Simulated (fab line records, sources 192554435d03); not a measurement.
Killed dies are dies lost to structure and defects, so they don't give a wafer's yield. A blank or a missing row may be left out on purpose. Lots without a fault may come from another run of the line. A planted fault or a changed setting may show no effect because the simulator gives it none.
fab line records | flow n5_finfet | part 2 of 2: steps 4 to 6 of 6
record lots=19 wafers=57 last_day=19
route steps=1938 shown BEOL_M8@1369 BEOL_M9@1418
lots that met no fault: from a run of the same line without faults
start_h: hours from the record's first day to the start of the lot's first wafer shown | wait_h: hours since the lot's step before | " the same as in the row above | L1.1+2: a row that stands for several wafers | - no value, or no start given | * or withheld: withheld | < > ~ a bound
route shown NAME@n: a module of which the file shows steps, and the number in the route of the first | usual: mean/standard deviation of fault-free wafers | same: alike in all rows | chamber/n: place in a boat | sites: the reading at each site | _std_site: their standard deviation | _edge_site: outer sites' mean less inner sites' | radius_mm: how far each site lies from the wafer's centre | mask NAME#n: copy n | behind: the tool/chamber that last shaped the wafer | hold: why the lot was held/for how many hours/how that ended | device: the transistor (n, p or np) that didn't switch | end of line: the same wafers' tests at the end of the route | a step without rows: its recipe alone | killed: dies lost to structure and defects at the first sort, not the wafer's yield | map: a wafer's dies, x killed, . not, _ none there
set.NAME: the setting as run; set.NAME@STEP: as run at that earlier step | model.NAME: the simulator's own value behind a step, which no gauge read
steps of the route over a sample of lots; a table a step, a row a wafer
services: from which hour (start_h, from the record's first day; less than 0 if before it) a tool's chamber was out of use, for how many hours, and why
## steps
# step N5_BEOL_M8_STRIP_36
# recipe chemistry=N2/H2 power_w=450 temp_c=40 pressure_mtorr=20 rf_frequency_hz=6e+07 overash_fraction=0.3 bias_power_w=7 h2_frac=0.5 n2_flow_sccm=200 h2_flow_sccm=200
# usual drypump_motor_current_A=5.5/0.38 oes_product_au=0.80/0.08 rf_vpp_V=59.2/1.3 showerhead_plenum_p_Torr=2.57/0.076 throttle_valve_pct=23.58/0.21
# columns lot.wafer tool chamber start_h wait_h drypump_motor_current_A oes_product_au rf_hours_counter_h rf_vpp_V showerhead_plenum_p_Torr throttle_valve_pct
L074.2 rie_diel-04 2 196.38 0.0 5.5 0.85 72 61.3 2.58 23.72
L074.3 " 0 " " 5.7 0.71 227 60.6 2.50 23.55
L074.4 " 1 " " 5.4 0.89 39 60.0 2.48 23.79
L076.2 rie_diel-01 2 206.42 0.0 6.1 0.86 61 58.6 2.68 23.38
L076.3 " 1 " " 5.9 0.68 230 58.6 2.61 23.78
L076.5 " 0 " " 5.3 0.86 - 58.1 2.68 23.46
L075.4 rie_diel-01 3 214.96 0.0 5.7 0.87 54 59.1 2.47 23.38
L075.5 " 0 " " 5.3 0.85 - 59.8 2.68 23.44
L075.6 " 3 " " 5.7 0.87 - 59.6 2.47 23.37
L077.4 rie_diel-01 1 225.02 0.0 5.9 0.68 236 60.1 2.61 23.79
L077.5 " 2 " " 6.1 0.85 - 59.7 2.68 23.38
L077.6 " 1 " " 5.9 0.66 - 57.3 2.60 23.78
L078.1 rie_diel-01 2 237.87 0.0 6.1 0.85 72 58.1 2.67 23.41
L078.3 " 1 " " 5.9 0.67 241 57.2 2.60 23.79
L078.4 " 0 " " 5.3 0.83 79 59.3 2.67 23.43
L079.2 rie_diel-04 0 247.45 0.0 5.8 0.69 242 60.2 2.49 23.53
L079.5 " 3 " " 5.6 0.83 - 61.1 2.57 23.58
L079.6 " 0 " " 5.8 0.70 - 57.7 2.49 23.55
L080.2 rie_diel-02 0 254.04 0.0 5.7 0.67 248 59.2 2.61 24.23
L080.3 " 3 " " 5.1 0.72 201 59.2 2.62 23.45
L080.6 " 1 " " 4.6 0.81 - 60.8 2.55 23.81
L083.2 rie_diel-01 3 261.23 0.0 5.7 0.85 64 58.8 2.47 23.39
L083.3 " 1 " " 5.9 0.66 244 59.0 2.60 23.78
L083.6 " 3 " " 5.7 0.85 - 58.3 2.47 23.39
L081.3 rie_diel-02 3 271.58 0.0 5.1 0.72 208 58.6 2.62 23.45
L081.5 " 1 " " 4.7 0.80 - 57.9 2.55 23.80
L081.6 " 3 " " 5.1 0.71 - 59.8 2.62 23.43
L084.2 rie_diel-01 3 282.11 0.0 5.7 0.84 72 60.5 2.47 23.41
L084.3 " 2 " " 6.1 0.82 82 57.5 2.67 23.43
L084.4 " 3 " " 5.7 0.84 - 60.1 2.47 23.39
L089.3 rie_diel-01 2 297.31 0.0 6.1 0.82 90 58.6 2.67 23.41
L089.4 " 2 " " 6.1 0.82 - 60.1 2.67 23.44
L089.5 " 3 " " 5.7 0.84 - 59.0 2.46 23.41
L086.4 rie_diel-01 3 297.71 0.0 5.7 0.83 80 59.7 2.46 23.41
L086.5 " 0 " " 5.2 0.84 - 59.2 2.67 23.47
L086.6 " 3 " " 5.7 0.84 - 58.9 2.46 23.40
L088.2 rie_diel-02 0 306.48 0.0 5.7 0.94 12 62.0 2.61 23.94
L088.3 " 3 " " 5.1 0.69 223 60.0 2.61 23.49
L088.5 " 2 " " 5.5 0.70 - 58.9 2.50 23.51
L090.2 rie_diel-01 0 313.50 0.0 5.3 0.81 99 59.8 2.66 23.46
L090.3 " 1 " " 5.9 0.95 4 59.4 2.60 23.47
L090.4 " 2 " " 6.1 0.81 95 57.5 2.66 23.43
L092.2 rie_diel-02 1 316.37 0.0 4.7 0.77 145 58.1 2.54 23.84
L092.5 " 1 " " 4.6 0.76 - 58.6 2.54 23.85
L092.6 " 2 " " 5.5 0.68 - 61.2 2.50 23.51
L091.1 rie_diel-01 0 323.40 0.0 5.3 0.81 103 60.7 2.66 23.47
L091.3 " 1 " " 5.9 0.93 8 59.8 2.60 23.48
L091.6 " 3 " " 5.7 0.83 - 56.9 2.46 23.43
L095.2 rie_diel-04 0 341.69 0.0 5.7 0.92 23 57.3 2.48 23.18
L095.3 " 2 " " 5.4 0.79 123 57.4 2.55 23.80
L095.6 " 0 " " 5.7 0.93 - 59.1 2.48 23.18
L097.1 rie_diel-04 0 352.03 0.0 5.7 0.92 26 59.7 2.48 23.19
L097.3 " 3 " " 5.6 0.77 112 60.6 2.55 23.63
L097.6 " 2 " " 5.4 0.80 - 60.2 2.55 23.80
L096.4 rie_diel-04 3 370.37 0.0 5.7 0.78 119 57.3 2.55 23.63
L096.5 " 2 " " 5.4 0.79 - 59.9 2.55 23.79
L096.6 " 1 " " 5.4 0.80 - 60.0 2.46 23.86
# step N5_BEOL_M8_ANNEAL_51
# recipe temp_c=225 time_s=90 ambient=N2
# usual wafer_temp_C_max=226.4/0.42
# columns lot.wafer tool chamber start_h wait_h wafer_temp_C_max
L074.2 rtp_anneal-02 0 199.24 0.1 226.8
L074.3 " 0 " " 226.9
L074.4 " 0 " " 227.2
L076.2 rtp_anneal-01 0 210.07 0.1 226.4
L076.3 " 0 " " 226.4
L076.5 " 0 " " 225.9
L075.4 rtp_anneal-02 0 217.58 0.2 226.8
L075.5 " 0 " " 226.5
L075.6 " 0 " " 227.3
L077.4 rtp_anneal-01 0 229.06 0.2 226.3
L077.5 " 0 " " 226.3
L077.6 " 0 " " 225.8
L078.1 rtp_anneal-01 0 240.19 0.4 225.9
L078.3 " 0 " " 226.3
L078.4 " 0 " " 226.2
L079.2 rtp_anneal-01 0 249.50 0.1 226.1
L079.5 " 0 " " 226.2
L079.6 " 0 " " 225.9
L080.2 rtp_anneal-02 0 257.15 0.1 226.4
L080.3 " 0 " " 226.4
L080.6 " 0 " " 227.0
L083.2 rtp_anneal-01 0 264.75 0.3 226.5
L083.3 " 0 " " 226.4
L083.6 " 0 " " 226.1
L081.3 rtp_anneal-01 0 274.47 0.8 226.1
L081.5 " 0 " " 226.1
L081.6 " 0 " " 226.3
L084.2 rtp_anneal-01 0 284.45 0.1 225.8
L084.3 " 0 " " 225.8
L084.4 " 0 " " 226.1
L089.3 rtp_anneal-02 0 299.66 0.8 227.1
L089.4 " 0 " " 226.8
L089.5 " 0 " " 226.3
L086.4 rtp_anneal-02 0 300.52 1.0 225.8
L086.5 " 0 " " 226.6
L086.6 " 0 " " 227.1
L088.2 rtp_anneal-01 0 309.84 0.1 225.9
L088.3 " 0 " " 226.4
L088.5 " 0 " " 226.4
L090.2 rtp_anneal-02 0 315.07 0.1 227.2
L090.3 " 0 " " 226.6
L090.4 " 0 " " 227.3
L092.2 rtp_anneal-01 0 318.92 0.1 225.7
L092.5 " 0 " " 226.0
L092.6 " 0 " " 225.7
L091.1 rtp_anneal-02 0 326.01 0.5 226.8
L091.3 " 0 " " 226.8
L091.6 " 0 " " 226.2
L095.2 rtp_anneal-01 0 343.86 0.1 226.1
L095.3 " 0 " " 226.5
L095.6 " 0 " " 225.8
L097.1 rtp_anneal-02 0 355.60 0.1 226.5
L097.3 " 0 " " 226.5
L097.6 " 0 " " 226.4
L096.4 rtp_anneal-02 0 373.60 1.3 226.6
L096.5 " 0 " " 226.5
L096.6 " 0 " " 226.9
# step N5_BEOL_M9_ETCH_61
# recipe chemistry=CF4 target=SiARC target_depth_a=390 mask_material=CAR-ArF time_s=65 ion_energy_ev=80 pressure_mtorr=40 source_w=545 bias_w=36 Ar_flow_sccm=100 cf4_flow_sccm=100 ends=cleared
# usual drypump_motor_current_A=5.5/0.38 etch_rf_on_time_s=64.8/1.2 mfc_ar_sccm=100.0/0.3 oes_product_au=0.67/0.069 rf_vpp_V=184.0/1 showerhead_plenum_p_Torr=2.14/0.049 throttle_valve_pct=15.62/0.24
# columns lot.wafer tool chamber start_h wait_h drypump_motor_current_A etch_rf_on_time_s mfc_ar_sccm oes_product_au rf_hours_counter_h rf_vpp_V showerhead_plenum_p_Torr throttle_valve_pct
L074.2 rie_diel-03 0 202.03 0.0 6.3 64.1 99.6 0.78 17 184.9 2.10 15.26
L074.3 " 2 " " 5.8 65.8 99.9 0.60 191 183.3 2.22 15.47
L074.4 " 3 " " 5.4 64.3 100.1 0.64 152 184.6 2.14 15.87
L076.2 rie_diel-05 1 212.77 0.0 5.0 65.2 100.2 0.73 67 184.6 2.08 15.34
L076.3 " 3 " " 5.4 66.9 100.5 0.64 136 183.9 2.15 15.40
L076.5 " 0 " " 4.9 66.2 99.9 0.58 - 184.6 2.12 15.93
L075.4 rie_diel-03 2 222.60 0.0 5.7 66.3 100.3 0.59 198 186.3 2.21 15.48
L075.5 " 1 " " 5.1 65.3 100.4 0.68 - 184.4 2.16 15.40
L075.6 " 0 " " 6.3 63.3 99.6 0.78 - 183.6 2.10 15.29
L077.4 rie_diel-06 1 232.90 0.0 5.7 65.5 100.5 0.78 17 186.6 2.28 15.38
L077.5 " 0 " " 5.4 66.2 100.3 0.60 - 182.9 2.12 15.89
L077.6 " 3 " " 5.1 63.3 100.1 0.82 - 185.7 2.10 15.46
L078.1 rie_diel-05 0 243.11 0.0 4.9 65.2 99.7 0.59 237 183.4 2.11 15.94
L078.3 " 2 " " 5.8 64.1 99.8 0.68 118 183.5 2.16 15.94
L078.4 " 3 " " 5.4 66.3 99.5 0.64 143 183.8 2.15 15.43
L079.2 rie_diel-06 3 253.27 0.0 5.1 63.0 99.4 0.80 16 184.4 2.10 15.49
L079.5 " 2 " " 5.8 63.6 99.9 0.66 - 183.9 2.15 15.74
L079.6 " 3 " " 5.2 62.8 100.3 0.81 - 182.0 2.10 15.49
L080.2 rie_diel-05 2 261.40 0.0 5.8 63.6 100.4 0.69 122 184.6 2.15 15.96
L080.3 " 1 " " 4.9 64.5 100.1 0.72 80 182.8 2.08 15.37
L080.6 " 0 " " 4.9 65.5 99.9 0.58 - 185.8 2.11 15.96
L083.2 rie_diel-06 2 268.14 0.0 5.8 63.6 100.3 0.65 131 184.4 2.15 15.72
L083.3 " 3 " " 5.1 62.9 100.1 0.80 20 183.6 2.10 15.50
L083.6 " 0 " " 5.4 65.8 100.4 0.60 - 182.5 2.12 15.90
L081.3 rie_diel-06 2 277.62 0.0 5.8 63.4 100.1 0.65 134 184.4 2.15 15.71
L081.5 " 0 " " 5.4 66.0 99.9 0.60 - 184.0 2.11 15.90
L081.6 " 3 " " 5.2 63.3 100.4 0.78 - 182.4 2.10 15.49
L084.2 rie_diel-06 0 286.88 0.0 5.4 65.6 100.4 0.59 233 183.2 2.11 15.91
L084.3 " 1 " " 5.8 64.5 100.1 0.76 32 186.0 2.27 15.41
L084.4 " 2 " " 5.8 63.3 100.5 0.65 136 185.2 2.15 15.74
L089.3 rie_diel-03 2 303.73 0.0 5.7 66.0 99.9 0.57 218 186.2 2.21 15.52
L089.4 " 0 " " 6.2 62.9 100.2 0.75 42 184.0 2.10 15.33
L089.5 " 0 " " 6.2 63.4 99.7 0.75 - 182.5 2.10 15.31
L086.4 rie_diel-06 1 303.98 0.0 5.7 65.3 100.0 0.74 38 185.9 2.27 15.41
L086.5 " 3 " " 5.1 63.1 100.1 0.78 - 183.5 2.09 15.53
L086.6 " 0 " " 5.4 65.9 99.8 0.60 - 184.2 2.11 15.91
L088.2 rie_diel-06 2 312.22 0.0 5.8 62.8 100.3 0.65 146 184.6 2.15 15.76
L088.3 " 1 " " 5.7 64.2 100.1 0.75 41 186.8 2.27 15.43
L088.5 " 0 " " 5.4 65.2 100.9 0.60 - 182.0 2.11 15.93
L090.2 rie_diel-06 2 317.59 0.0 5.8 63.9 100.2 0.64 147 183.8 2.14 15.75
L090.3 " 0 " " 5.4 66.2 100.1 0.59 243 184.0 2.11 15.95
L090.4 " 3 " " 5.1 63.7 99.5 0.78 36 182.5 2.09 15.52
L092.2 rie_diel-05 3 322.37 0.0 5.4 66.6 100.0 0.62 166 184.4 2.14 15.46
L092.5 " 1 " " 4.9 64.6 100.2 0.70 - 182.0 2.07 15.42
L092.6 " 2 " " 5.8 64.2 100.4 0.66 - 183.7 2.15 15.99
L091.1 rie_diel-05 1 328.77 0.0 4.9 65.1 100.1 0.70 103 182.9 2.07 15.42
L091.3 " 3 " " 5.4 67.0 99.7 0.61 169 183.5 2.14 15.48
L091.6 " 3 " " 5.4 66.8 99.9 0.62 - 183.1 2.14 15.47
L095.2 rie_diel-03 2 347.49 0.0 5.7 66.9 100.0 0.57 233 185.2 2.20 15.55
L095.3 " 3 " " 5.4 64.6 99.4 0.61 193 184.4 2.12 15.97
L095.6 " 2 " " 5.8 66.8 100.0 0.58 - 184.8 2.20 15.56
L097.1 rie_diel-03 3 360.16 0.0 5.4 64.3 99.9 0.61 197 184.3 2.12 15.97
L097.3 " 2 " " 5.8 67.0 100.4 0.57 236 184.8 2.20 15.56
L097.6 " 1 " " 5.1 65.5 100.4 0.65 - 183.2 2.15 15.48
L096.4 rie_diel-05 0 377.79 0.0 4.9 65.1 100.1 0.79 12 182.9 2.11 15.49
L096.5 " 2 " " 5.8 63.9 99.5 0.66 - 184.1 2.14 16.02
L096.6 " 1 " " 4.9 65.9 99.9 0.67 - 182.8 2.07 15.46
## services
# columns tool chamber start_h hours kind
rie_diel-05 3 175.74 3.6 repair
rie_diel-01 0 183.85 7.7 repair
rie_diel-02 3 195.74 3.8 repair
rie_diel-04 1 207.48 14.3 repair
rie_diel-03 0 209.33 4.7 repair
rie_diel-04 - 209.64 0.6 repair
rie_diel-04 0 217.81 6.3 repair
rie_diel-02 2 227.15 4.2 repair
rie_diel-06 0 235.18 4.9 repair
rie_diel-01 - 238.63 15.6 pm
rie_diel-02 2 252.28 2.4 repair
rie_diel-01 0 259.64 4.1 repair
rie_diel-02 - 260.12 2.8 pm
rie_diel-03 0 268.47 1.5 repair
rie_diel-01 1 277.87 - clean
rie_diel-01 1 277.87 - consumable_replace:focus_ring
rie_diel-05 0 280.12 21.8 repair
rie_diel-04 - 297.70 2.8 pm
rie_diel-01 - 310.45 2.8 pm
rie_diel-06 2 329.05 5.4 repair
rie_diel-01 0 331.37 1.3 repair
rie_diel-01 - 334.23 0.9 repair
rie_diel-05 2 354.62 15.6 repair
rie_diel-02 3 377.10 7.1 repair
